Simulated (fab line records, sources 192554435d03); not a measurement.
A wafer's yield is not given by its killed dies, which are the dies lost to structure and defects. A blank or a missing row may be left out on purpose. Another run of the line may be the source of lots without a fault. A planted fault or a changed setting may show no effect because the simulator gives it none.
Matching of chambers :: flow n5_finfet :: N5_SDB_DESCUM_16 on rie_diel-01: 4 sister chambers
The step chemistry O2, time 7.9 s. 8 wafers are shown with their chamber, then 11 later ones without.

WAFERS, EACH WITH ITS CHAMBER
wafer: L080.3
chamber: 0
throttle_valve_pct (%): 20.76
drypump_motor_current_A (A): 6.2

wafer: L083.1
chamber: 2
throttle_valve_pct (%): 20.26
drypump_motor_current_A (A): 5.3

wafer: L083.2
chamber: 3
throttle_valve_pct (%): 20.04
drypump_motor_current_A (A): 5.4

wafer: L083.3
chamber: 0
throttle_valve_pct (%): 20.76
drypump_motor_current_A (A): 6.2

wafer: L084.2
chamber: 2
throttle_valve_pct (%): 20.26
drypump_motor_current_A (A): 5.3

wafer: L084.4
chamber: 1
throttle_valve_pct (%): 20.52
drypump_motor_current_A (A): 5.6

wafer: L084.5
chamber: 3
throttle_valve_pct (%): 20.02
drypump_motor_current_A (A): 5.3

wafer: L086.2
chamber: 1
throttle_valve_pct (%): 20.51
drypump_motor_current_A (A): 5.7

WAFERS WITHOUT THEIR CHAMBER
wafer: L086.3
throttle_valve_pct (%): 20.27
drypump_motor_current_A (A): 5.3

wafer: L086.6
throttle_valve_pct (%): 20.26
drypump_motor_current_A (A): 5.3

wafer: L087.1
throttle_valve_pct (%): 20.03
drypump_motor_current_A (A): 5.4

wafer: L087.3
throttle_valve_pct (%): 20.80
drypump_motor_current_A (A): 6.2

wafer: L087.6
throttle_valve_pct (%): 20.03
drypump_motor_current_A (A): 5.3

wafer: L089.1
throttle_valve_pct (%): 20.79
drypump_motor_current_A (A): 6.2

wafer: L089.5
throttle_valve_pct (%): 20.54
drypump_motor_current_A (A): 5.6

wafer: L089.6
throttle_valve_pct (%): 20.29
drypump_motor_current_A (A): 5.3

wafer: L091.2
throttle_valve_pct (%): 20.55
drypump_motor_current_A (A): 5.7

wafer: L091.5
throttle_valve_pct (%): 20.30
drypump_motor_current_A (A): 5.2

wafer: L091.6
throttle_valve_pct (%): 20.56
drypump_motor_current_A (A): 5.6

CHAMBER TAKEN BY EACH
wafer: L086.3
from the rows above: 2
in truth: 2

wafer: L086.6
from the rows above: 2
in truth: 2

wafer: L087.1
from the rows above: 3
in truth: 3

wafer: L087.3
from the rows above: 0
in truth: 0

wafer: L087.6
from the rows above: 3
in truth: 3

wafer: L089.1
from the rows above: 0
in truth: 0

wafer: L089.5
from the rows above: 1
in truth: 1

wafer: L089.6
from the rows above: 2
in truth: 2

wafer: L091.2
from the rows above: 1
in truth: 1

wafer: L091.5
from the rows above: 2
in truth: 2

wafer: L091.6
from the rows above: 1
in truth: 1
Correctly placed: 11 of 11. From these rows, 0 cannot be placed. Wrongly placed: 0.
How it was worked out, from the rows above alone: a wafer's distance from a chamber is the root of the sum, over the readings, of the square of ((its reading less the chamber's mean) divided by the reading's scatter). The wafer belongs to the nearest chamber; if the next one is less than 2 further off, it can't be placed. A chamber's mean is the mean of its shown wafers. The scatter is the square root of a quotient: the sum, over the shown wafers, of each reading's squared deviation from its chamber's mean, divided by wafers minus chambers.
